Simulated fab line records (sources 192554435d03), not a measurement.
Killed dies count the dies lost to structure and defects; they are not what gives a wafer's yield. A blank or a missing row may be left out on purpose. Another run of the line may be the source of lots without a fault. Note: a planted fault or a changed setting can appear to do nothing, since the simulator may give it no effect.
fab line records ; flow n5Finfet
record: lots: 7; wafers: 20; lastDay: 18
route steps=1938 shown BEOL_M5@1140 PASSIVATION@1936
lots untouched by any fault: they come from a run of this same line in which no faults occurred
startH: hours from the record's opening day to when the first of the lot's shown wafers began ; waitH: hours from the lot's prior step to this one ; " identical to the entry in the row above ; L1.1+2: a single row standing in for several wafers ; - value missing, or start not given ; * or withheld: withheld ; < > ~ a bound
route shown NAME@n: a module of which the file shows steps, and the number in the route of the first ; usual: the fault-free wafers' mean and standard deviation ; same: alike in all rows ; chamber/n: place in a boat ; sites: readings site by site ; _std_site: standard deviation of those values ; _edge_site: outer sites' mean less inner sites' ; radiusMm: for every site, how far away it sits from the centre of the wafer ; mask NAME#n: copy n ; behind: the last tool/chamber to shape the wafer ; hold: why the lot went on hold/how many hours it stayed there/how the hold came to an end ; device: transistor that didn't switch, given as n, p or np ; end of line: the same wafers' tests at the end of the route ; step lacking rows: just its recipe ; killed: at the first sort, the dies lost to defects and structure; wafer yield is something else ; map: the dies of a wafer, with x for killed, . for not killed, _ for no die there
set.NAME: setting as actually run; set.NAME@STEP: the setting as run at that earlier step ; model.NAME: the simulator's own value behind a step, which no gauge read
lots seen at some steps along the route; tables by step, rows by wafer
services: from which hour (startH, from the record's first day; less than 0 if before it) a tool's chamber was out of use, for how many hours, and why
== steps ==
step: N5_BEOL_M5_COAT_66
recipe: resist: SiARC; tempC: 220; timeS: 60; spinRpm: 1500; resistThkNm: 12
step: N5_BEOL_M5_COAT_74
recipe: resist: underlayer; tempC: 205; timeS: 60; spinRpm: 1500; resistThkNm: 5
step: N5_BEOL_M5_COAT_22
recipe: resist: CAR-EUV; spinRpm: 1500; resistThkNm: 30
step: N5_BEOL_M5_EBR_24
recipe: solvent: PGMEA; ebrWidthMm: 1.5
step: N5_BEOL_M5_SOFTBAKE_23
recipe: tempC: 110; timeS: 60; resist: CAR-EUV
step: N5_BEOL_M5_EXPOSE_25
recipe: maskId: V4; na: 0.33; sourceShape: quasar; sigmaInner: 0.2; sigmaOuter: 0.6; polarization: unpolarized; defocusNm: 10; doseMj: 52.75
step: N5_BEOL_M5_PEB_26
recipe: pebTempC: 100; pebTimeS: 60; resist: CAR-EUV
step: N5_BEOL_M5_DEVELOP_27
recipe: developTimeS: 30; developer: TMAH; resist: CAR-EUV; rinseLiquid: surfactantRinse; dry: airSpin; devTempC: 23
step: N5_BEOL_M5_CD_MEAS_28
recipe: targetCdNm: 30.6; landingEnergyEv: 500; detector: seInlens; targetCdYNm: 20; polarity: opening
usual: cdNm: 30.50/0.26
lot.wafer;tool;chamber;startH;waitH;cdNm
L128.1;cdSem-03;0;172.43;-;30.85
L128.4;cdSem-03;0;172.43;-;30.98
L128.6;cdSem-03;0;172.43;-;31.25
L134.1;cdSem-03;0;209.09;-;30.40
L134.2;cdSem-03;0;209.09;-;30.33
L134.3;cdSem-03;0;209.09;-;30.12
L135.1;cdSem-03;0;221.16;-;30.37
L135.5;cdSem-03;0;221.16;-;30.26
L135.6;cdSem-03;0;221.16;-;30.54
L137.2;cdSem-01;0;229.38;-;30.87
L137.3;cdSem-01;0;229.38;-;30.43
L137.6;cdSem-01;0;229.38;-;30.45
L138.3;cdSem-03;0;229.55;-;30.70
L138.5;cdSem-03;0;229.55;-;30.89
L145.2;cdSem-01;0;281.74;-;30.66
L145.3;cdSem-01;0;281.74;-;30.25
L145.6;cdSem-01;0;281.74;-;30.51
L150.1;cdSem-03;0;313.23;-;30.45
L150.2;cdSem-03;0;313.23;-;30.49
L150.6;cdSem-03;0;313.23;-;29.91
step: N5_BEOL_M5_OVL_MEAS_29
recipe: pointsPerWafer: 522
usual: V4_OVL: -0.2/0.62
lot.wafer;tool;chamber;startH;waitH;V4_OVL[nm]
L128.1;overlay-01;0;172.46;0.0;0.6
L128.4;overlay-01;0;172.46;0.0;1.4
L128.6;overlay-01;0;172.46;0.0;0.3
L134.1;overlay-01;0;209.12;0.0;0.2
L134.2;overlay-01;0;209.12;0.0;-0.8
L134.3;overlay-01;0;209.12;0.0;0.2
L135.1;overlay-02;0;221.19;0.0;-0.1
L135.5;overlay-02;0;221.19;0.0;-0.6
L135.6;overlay-02;0;221.19;0.0;0.4
L137.2;overlay-01;0;229.41;0.0;-0.6
L137.3;overlay-01;0;229.41;0.0;-0.5
L137.6;overlay-01;0;229.41;0.0;-0.2
L138.3;overlay-01;0;229.59;0.0;1.0
L138.5;overlay-01;0;229.59;0.0;0.7
L145.2;overlay-01;0;281.77;0.0;0.7
L145.3;overlay-01;0;281.77;0.0;-0.6
L145.6;overlay-01;0;281.77;0.0;0.0
L150.1;overlay-02;0;313.26;0.0;-0.5
L150.2;overlay-02;0;313.26;0.0;-0.2
L150.6;overlay-02;0;313.26;0.0;-1.1
step: N5_BEOL_M5_INSPECT_30
recipe: mode: adi; inspectInstrument: brightfield
usual: rawDefectCount: 428/110
lot.wafer;tool;chamber;startH;waitH;rawDefectCount
L128.1;defectInspect-01;-;172.52;0.1;454
L128.4;defectInspect-01;-;172.52;0.1;482
L128.6;defectInspect-01;-;172.52;0.1;640
L134.1;defectInspect-02;-;209.18;0.1;365
L134.2;defectInspect-02;-;209.18;0.1;343
L134.3;defectInspect-02;-;209.18;0.1;346
L135.1;defectInspect-02;-;221.25;0.1;396
L135.5;defectInspect-02;-;221.25;0.1;367
L135.6;defectInspect-02;-;221.25;0.1;418
L137.2;defectInspect-02;-;229.47;0.0;376
L137.3;defectInspect-02;-;229.47;0.0;300
L137.6;defectInspect-02;-;229.47;0.0;575
L138.3;defectInspect-01;-;229.64;0.0;478
L138.5;defectInspect-01;-;229.64;0.0;532
L145.2;defectInspect-01;-;281.82;0.0;483
L145.3;defectInspect-01;-;281.82;0.0;405
L145.6;defectInspect-01;-;281.82;0.0;355
L150.1;defectInspect-02;-;313.32;0.1;311
L150.2;defectInspect-02;-;313.32;0.1;321
L150.6;defectInspect-02;-;313.32;0.1;332
step: N5_BEOL_M5_DESCUM_33
recipe: chemistry: O2; timeS: 7; sourcePowerW: 50; biasPowerW: 20; pressureMtorr: 20; rfFrequencyHz: 2.712e+07; tempC: 40; resist: CAR-EUV; o2FlowSccm: 225
usual: drypumpMotorCurrentA: 5.6/0.38; oesProductAu: 0.80/0.091; rfVppV: 243.1/1.2; showerheadPlenumPTorr: 2.10/0.074; tempC: 39.99/0.12; throttleValvePct: 20.5/0.3
lot.wafer;tool;chamber;startH;waitH;drypumpMotorCurrentA;oesProductAu;rfHoursCounterH;rfVppV;showerheadPlenumPTorr;tempC;throttleValvePct
L128.1;rieDiel-03;3;172.55;0.0;5.9;0.92;20;243.3;2.13;40.09;20.3
L128.4;rieDiel-03;2;172.55;0.0;6.0;0.71;213;242.4;1.99;40.08;20.4
L128.6;rieDiel-03;3;172.55;0.0;5.8;0.92;-;244.2;2.13;40.10;20.3
L134.1;rieDiel-05;1;209.21;0.0;5.5;0.73;175;242.1;2.01;39.75;20.3
L134.2;rieDiel-05;0;209.21;0.0;6.1;0.91;35;241.3;2.05;39.92;20.0
L134.3;rieDiel-05;3;209.21;0.0;5.4;0.81;87;244.7;2.13;40.10;20.7
L135.1;rieDiel-03;1;221.28;0.0;4.9;0.93;16;244.0;2.14;39.82;20.4
L135.5;rieDiel-03;2;221.28;0.0;5.9;0.70;-;241.6;1.98;40.11;20.4
L135.6;rieDiel-03;1;221.28;0.0;4.9;0.92;-;244.2;2.14;39.87;20.4
L137.2;rieDiel-03;0;229.99;0.5;5.8;0.70;190;244.7;2.19;40.03;21.0
L137.3;rieDiel-03;2;229.99;0.5;6.0;0.70;231;241.8;1.98;39.91;20.4
L137.6;rieDiel-03;1;229.99;0.5;4.9;0.92;-;243.3;2.14;39.91;20.4
L138.3;rieDiel-03;3;230.38;0.7;5.9;0.88;40;242.9;2.12;39.96;20.3
L138.5;rieDiel-03;1;230.38;0.7;4.9;0.93;-;243.4;2.14;39.75;20.4
L145.2;rieDiel-05;1;281.96;0.1;5.5;0.73;191;241.5;2.00;39.98;20.3
L145.3;rieDiel-05;0;281.96;0.1;6.1;0.89;55;242.4;2.04;40.08;20.1
L145.6;rieDiel-05;3;281.96;0.1;5.4;0.80;-;243.1;2.12;39.85;20.7
L150.1;rieDiel-05;0;313.69;0.4;6.1;0.88;69;242.4;2.04;39.91;20.1
L150.2;rieDiel-05;3;313.69;0.4;5.4;0.80;112;244.0;2.12;39.89;20.7
L150.6;rieDiel-05;1;313.69;0.4;5.5;0.72;-;241.9;2.00;39.98;20.3
step: N5_BEOL_M5_ETCH_75
recipe: chemistry: N2/H2; target: underlayer; targetDepthA: 65; maskMaterial: CAR-EUV; timeS: 5.2; ionEnergyEv: 200; pressureMtorr: 30; sourceW: 840; biasW: 150; n2FlowSccm: 200; h2FlowSccm: 200; ends: cleared
usual: drypumpMotorCurrentA: 5.6/0.39; etchRfOnTimeS: 5.19/0.13; oesProductAu: 0.68/0.08; rfVppV: 523.9/2.6; showerheadPlenumPTorr: 2.54/0.088; throttleValvePct: 17.85/0.28
lot.wafer;tool;chamber;startH;waitH;drypumpMotorCurrentA;etchRfOnTimeS;oesProductAu;rfHoursCounterH;rfVppV;showerheadPlenumPTorr;throttleValvePct
L128.1;rieDiel-03;3;172.58;0.0;5.9;5.07;0.78;20;525.6;2.56;17.48
L128.4;rieDiel-03;2;172.58;0.0;6.0;5.28;0.61;213;520.9;2.41;17.87
L128.6;rieDiel-03;3;172.58;0.0;5.9;5.03;0.78;-;523.8;2.56;17.45
L134.1;rieDiel-05;1;209.25;0.0;5.5;5.14;0.63;175;520.4;2.41;17.50
L134.2;rieDiel-05;0;209.25;0.0;6.1;5.22;0.78;35;519.9;2.50;17.48
L134.3;rieDiel-05;3;209.25;0.0;5.4;5.12;0.69;87;525.6;2.55;17.90
L135.1;rieDiel-03;1;221.32;0.0;4.9;4.95;0.81;16;525.6;2.62;17.97
L135.5;rieDiel-03;2;221.32;0.0;6.0;3.73;0.72;-;519.6;2.41;17.94
L135.6;rieDiel-03;1;221.32;0.0;4.9;4.97;0.81;-;527.2;2.62;17.96
L137.2;rieDiel-03;0;230.02;0.0;5.8;3.84;0.71;190;525.5;2.64;18.35
L137.3;rieDiel-03;2;230.02;0.0;6.0;5.33;0.59;231;521.3;2.41;17.87
L137.6;rieDiel-03;1;230.02;0.0;4.9;5.01;0.80;-;525.1;2.62;17.94
L138.3;rieDiel-03;3;230.41;0.0;5.9;5.08;0.75;40;527.0;2.56;17.49
L138.5;rieDiel-03;1;230.41;0.0;4.9;3.55;0.98;-;526.0;2.62;18.00
L145.2;rieDiel-05;1;281.99;0.0;5.5;5.21;0.61;191;520.6;2.41;17.54
L145.3;rieDiel-05;0;281.99;0.0;6.1;5.19;0.75;55;522.1;2.49;17.52
L145.6;rieDiel-05;3;281.99;0.0;5.4;5.07;0.67;-;525.6;2.54;17.89
L150.1;rieDiel-05;0;313.72;0.0;6.1;5.21;0.73;69;521.3;2.48;17.54
L150.2;rieDiel-05;3;313.72;0.0;5.4;5.08;0.66;112;524.4;2.54;17.93
L150.6;rieDiel-05;1;313.72;0.0;5.5;5.13;0.61;-;521.3;2.40;17.56
step: N5_BEOL_M5_ETCH_67
recipe: chemistry: CF4; target: SiARC; targetDepthA: 156; maskMaterial: CAR-EUV; timeS: 26; ionEnergyEv: 80; pressureMtorr: 40; sourceW: 545; biasW: 36; Ar_flow_sccm: 100; cf4FlowSccm: 100; ends: cleared
usual: drypumpMotorCurrentA: 5.6/0.38; etchRfOnTimeS: 26.0/0.62; oesProductAu: 0.68/0.079; rfVppV: 184.0/1.1; showerheadPlenumPTorr: 2.14/0.071; throttleValvePct: 15.57/0.25
lot.wafer;tool;chamber;startH;waitH;drypumpMotorCurrentA;etchRfOnTimeS;oesProductAu;rfHoursCounterH;rfVppV;showerheadPlenumPTorr;throttleValvePct
L128.1;rieDiel-03;3;172.60;0.0;5.9;25.2;0.79;20;184.7;2.19;15.45
L128.4;rieDiel-03;2;172.60;0.0;6.0;26.5;0.60;213;182.7;2.04;15.63
L128.6;rieDiel-03;3;172.60;0.0;5.9;25.4;0.79;-;185.1;2.19;15.46
L134.1;rieDiel-05;1;209.26;0.0;5.5;26.1;0.62;175;183.5;2.04;15.39
L134.2;rieDiel-05;0;209.26;0.0;6.0;26.4;0.77;35;182.3;2.10;15.14
L134.3;rieDiel-05;3;209.26;0.0;5.4;25.7;0.69;87;184.2;2.15;15.63
L135.1;rieDiel-03;1;221.33;0.0;4.9;24.9;0.81;16;184.2;2.19;15.42
L135.5;rieDiel-03;2;221.33;0.0;6.0;26.7;0.59;-;183.7;2.03;15.67
L135.6;rieDiel-03;1;221.33;0.0;4.9;24.7;0.81;-;185.1;2.19;15.42
L137.2;rieDiel-03;0;230.04;0.0;5.8;26.8;0.61;190;185.7;2.21;16.06
L137.3;rieDiel-03;2;230.04;0.0;6.0;26.8;0.59;231;183.1;2.03;15.66
L137.6;rieDiel-03;1;230.04;0.0;4.9;25.0;0.80;-;185.9;2.19;15.43
L138.3;rieDiel-03;3;230.43;0.0;5.9;25.9;0.74;40;185.4;2.19;15.50
L138.5;rieDiel-03;1;230.43;0.0;4.9;24.7;0.80;-;185.5;2.19;15.43
L145.2;rieDiel-05;1;282.01;0.0;5.4;26.1;0.61;191;182.4;2.03;15.43
L145.3;rieDiel-05;0;282.01;0.0;6.1;26.2;0.74;55;182.8;2.09;15.18
L145.6;rieDiel-05;3;282.01;0.0;5.4;25.3;0.68;-;183.2;2.14;15.66
L150.1;rieDiel-05;0;313.74;0.0;6.1;26.4;0.73;69;183.4;2.09;15.20
L150.2;rieDiel-05;3;313.74;0.0;5.4;25.8;0.67;112;183.6;2.14;15.66
L150.6;rieDiel-05;1;313.74;0.0;5.5;26.3;0.60;-;181.8;2.03;15.47
step: N5_PASSIVATION_PROBE_49
usual: defectLimitedYield: 91.2/1.3; killed_at_M0_to_M3: 34/10; killed_at_M4_up: 13/4.6; killedAtContacts: 13/5.5; killedAtFrontEnd: 41/12; killedAtOther: 2.8/2.4; killedDies: 104/16; killedOpen: 67/12; killedShort: 33/7.2; sort_bin_4_leakage: 0.00/0.012; sort_bin_5_function: 5.1/0.86; sort_bin_6_memory: 3.3/0.62; sortNPass: 1076/16; sortYieldPct: 91.2/1.3
same: grossDies: 1180; killedAtBackSide: 0; sort_bin_8_speed[%]: 0
lot.wafer;tool;chamber;startH;waitH;defectLimitedYield[%];killed_at_M0_to_M3;killed_at_M4_up;killedAtContacts;killedAtFrontEnd;killedAtOther;killedDies;killedOpen;killedShort;sort_bin_4_leakage[%];sort_bin_5_function[%];sort_bin_6_memory[%];sortNPass;sortYieldPct[%]
L128.1;prober-01;-;273.48;0.0;91.9;31;12;12;39;1;95;67;21;0;4.3;3.1;1085;91.9
L128.4;prober-01;-;273.63;0.2;91.5;29;11;12;48;0;100;70;26;0;5.3;3.1;1080;91.5
L128.6;prober-01;-;273.73;0.3;90.0;33;23;27;30;5;118;71;42;0;6.2;3.4;1062;90.0
L134.1;prober-01;-;317.22;0.0;92.9;29;11;6;36;2;84;56;21;0;4.2;2.5;1096;92.9
L134.2;prober-01;-;317.27;0.1;93.5;22;14;13;26;2;77;49;21;0;3.7;2.6;1103;93.5
L134.3;prober-01;-;317.32;0.1;91.8;44;13;6;34;0;97;65;28;0;5.7;2.5;1083;91.8
L135.1;prober-01;-;322.48;0.0;91.4;44;9;8;39;2;102;60;39;0;5.0;3.3;1078;91.4
L135.5;prober-01;-;322.68;0.2;90.9;33;9;18;42;5;107;77;26;0;4.5;3.9;1073;90.9
L135.6;prober-01;-;322.73;0.3;91.4;37;15;8;36;5;101;63;33;0;5.3;2.8;1079;91.4
L138.5;prober-02;-;335.81;0.2;87.8;54;23;8;58;1;144;105;31;0.08;7.7;4.0;1035;87.7
L137.2;prober-02;-;338.66;0.1;91.1;29;17;4;52;3;105;67;31;0;4.7;3.3;1075;91.1
L137.3;prober-02;-;338.71;0.1;90.5;42;11;19;38;2;112;76;29;0;5.3;3.7;1068;90.5
L137.6;prober-02;-;338.86;0.3;90.0;46;14;14;42;2;118;75;43;0;5.1;4.7;1062;90.0
L145.2;prober-02;-;385.35;0.1;92.4;28;10;16;32;4;90;54;28;0;4.6;2.9;1090;92.4
L145.3;prober-02;-;385.40;0.1;92.9;32;15;8;28;1;84;51;31;0;4.4;2.5;1096;92.9
L145.6;prober-02;-;385.55;0.3;92.1;20;17;10;43;3;93;58;28;0;4.7;2.9;1087;92.1
killed by level:class
L128.1 STI_FIN_REVEAL:geometricParticle:open=13 FIN_SAQP:geometricParticle:open=8 MOL_CONTACT_COAG:geometricParticle:open=7 BEOL_M2:geometricParticle:open=7 BEOL_M1:geometricParticle:open=6 BEOL_M0:geometricParticle:open=5 BEOL_M0_SAQP:geometricParticle:open=5 MOL_CONTACT_COAG:geometricParticle:short=5
L128.4 STI_FIN_REVEAL:geometricParticle:open=23 BEOL_M2:geometricParticle:open=7 FIN_SAQP:geometricParticle:open=6 BEOL_M0_SAQP:geometricParticle:short=6 MOL_CONTACT_COAG:geometricParticle:open=6 MOL_CONTACT_COAG:geometricParticle:short=6 BEOL_M0:geometricParticle:open=5 BEOL_M5:geometricParticle:open=5
L128.6 MOL_CONTACT_COAG:geometricParticle:open=19 BEOL_M0_SAQP:geometricParticle:short=11 FIN_SAQP:geometricParticle:open=8 BEOL_M4:geometricParticle:open=7 MOL_CONTACT_COAG:geometricParticle:short=6 BEOL_M0_SAQP:geometricParticle:open=5 STARTING-WAFER:geometricParticle:open=5 BEOL_M4:geometricParticle:short=5
L134.1 FIN_SAQP:geometricParticle:short=9 BEOL_M1:geometricParticle:open=7 MOL_CONTACT_COAG:geometricParticle:open=6 BEOL_M2:geometricParticle:open=6 FIN_SAQP:geometricParticle:open=5 STI_FIN_REVEAL:geometricParticle:open=5 STARTING-WAFER:geometricParticle:open=5 BEOL_M4:geometricParticle:open=4
L134.2 MOL_CONTACT_COAG:geometricParticle:open=10 BEOL_M1:geometricParticle:open=7 FIN_SAQP:geometricParticle:short=6 BEOL_M4:geometricParticle:open=5 DUMMY_GATE:geometricParticle:open=4 BEOL_M2:geometricParticle:open=4 STARTING-WAFER:geometricParticle:open=4 FIN_SAQP:geometricParticle:open=3
L134.3 BEOL_M2:geometricParticle:open=9 FIN_SAQP:geometricParticle:short=8 BEOL_M4:geometricParticle:open=8 STI_FIN_REVEAL:geometricParticle:open=7 BEOL_M1:geometricParticle:open=7 BEOL_M0_SAQP:geometricParticle:short=6 BEOL_M3:geometricParticle:open=6 DUMMY_GATE:geometricParticle:open=5
L135.1 FIN_SAQP:geometricParticle:open=13 FIN_SAQP:geometricParticle:short=12 BEOL_M0_SAQP:geometricParticle:open=10 BEOL_M0_SAQP:geometricParticle:short=9 BEOL_M1:geometricParticle:open=8 BEOL_M3:geometricParticle:open=8 MOL_CONTACT_COAG:geometricParticle:open=6 BEOL_M8:geometricParticle:open=4
L135.5 BEOL_M3:geometricParticle:open=15 FIN_SAQP:geometricParticle:open=12 MOL_CONTACT_COAG:geometricParticle:open=12 FIN_SAQP:geometricParticle:short=8 DUMMY_GATE:geometricParticle:open=8 BEOL_M2:geometricParticle:open=6 MOL_CONTACT_COAG:geometricParticle:short=5 BEOL_M1:geometricParticle:open=5
L135.6 BEOL_M0_SAQP:geometricParticle:open=8 BEOL_M0_SAQP:geometricParticle:short=8 FIN_SAQP:geometricParticle:open=7 DUMMY_GATE:geometricParticle:open=6 BEOL_M3:geometricParticle:open=6 BEOL_M5:geometricParticle:open=6 MOL_CONTACT_COAG:geometricParticle:open=5 BEOL_M1:geometricParticle:open=5
L138.5 STI_FIN_REVEAL:geometricParticle:open=19 BEOL_M4:geometricParticle:open=13 FIN_SAQP:geometricParticle:open=12 BEOL_M0_SAQP:geometricParticle:short=12 BEOL_M0_SAQP:geometricParticle:open=12 BEOL_M1:geometricParticle:open=12 BEOL_M3:geometricParticle:open=8 MOL_CONTACT_COAG:geometricParticle:open=6
L137.2 FIN_SAQP:geometricParticle:open=8 FIN_SAQP:geometricParticle:short=8 BEOL_M0_SAQP:geometricParticle:open=8 BEOL_M1:geometricParticle:open=8 STI_FIN_REVEAL:geometricParticle:open=6 BEOL_M0_SAQP:geometricParticle:short=6 HKMG_FIN:areaEtch=5 BEOL_M5:geometricParticle:open=4
L137.3 MOL_CONTACT_COAG:geometricParticle:open=12 BEOL_M0_SAQP:geometricParticle:short=9 BEOL_M3:geometricParticle:open=8 BEOL_M0_SAQP:geometricParticle:open=8 DUMMY_GATE:geometricParticle:open=7 BEOL_M1:geometricParticle:open=6 BEOL_M2:geometricParticle:open=6 FIN_SAQP:geometricParticle:short=5
L137.6 BEOL_M0_SAQP:geometricParticle:open=15 BEOL_M0_SAQP:geometricParticle:short=13 FIN_SAQP:geometricParticle:open=10 MOL_CONTACT_COAG:geometricParticle:open=9 DUMMY_GATE:geometricParticle:open=7 BEOL_M1:geometricParticle:open=7 FIN_SAQP:geometricParticle:short=5 MOL_CONTACT_COAG:geometricParticle:short=5
L145.2 MOL_CONTACT_COAG:geometricParticle:open=10 BEOL_M3:geometricParticle:open=8 BEOL_M2:geometricParticle:open=7 FIN_SAQP:geometricParticle:short=6 STARTING-WAFER:geometricParticle:open=6 FIN_SAQP:geometricParticle:open=5 DUMMY_GATE:geometricParticle:open=5 BEOL_M2:geometricParticle:short=4
L145.3 BEOL_M3:geometricParticle:open=13 MOL_CONTACT_COAG:geometricParticle:open=7 DUMMY_GATE:geometricParticle:open=6 FIN_SAQP:geometricParticle:short=5 STI_FIN_REVEAL:geometricParticle:open=5 BEOL_M0_SAQP:geometricParticle:open=4 BEOL_M0_SAQP:geometricParticle:short=4 BEOL_M3:geometricParticle:short=4
L145.6 FIN_SAQP:geometricParticle:short=10 FIN_SAQP:geometricParticle:open=10 BEOL_M4:geometricParticle:open=8 DUMMY_GATE:geometricParticle:open=6 MOL_CONTACT_COAG:geometricParticle:open=6 BEOL_M2:geometricParticle:open=5 STARTING-WAFER:geometricParticle:short=4 STI_FIN_REVEAL:geometricParticle:open=3
== services ==
tool;chamber;startH;hours;kind
rieDiel-03;2;161.67;4.7;repair
rieDiel-05;-;243.98;0.4;repair
rieDiel-05;1;248.26;8.4;repair
rieDiel-05;-;265.91;4.3;pm
rieDiel-05;-;283.06;1.3;repair
rieDiel-03;2;284.87;-;clean
rieDiel-03;2;284.87;-;consumableReplace:focusRing
rieDiel-03;2;284.87;-;consumableReplace:showerhead
rieDiel-03;2;284.87;22.5;scheduledDown
rieDiel-03;2;284.87;22.5;ventCycle
== key ==
firstSign: step: N5_BEOL_M5_ETCH_75; reading: etchRfOnTimeS; direction: down; sigmas: 12; usual: *; struck: *
effect none on later readings
metAt N5_BEOL_M5_ETCH_75
struckWafers L135.5,L137.2,L138.5
onsetBetween 172.58 221.32
fault: kind: processParameterDrift; tool: rieDiel-03; chamber: -; onsetH: 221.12; steps: N5_BEOL_M5_ETCH_75; channel: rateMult; offset: 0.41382; shape: step; endH: 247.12; scope: struckWafersOnly
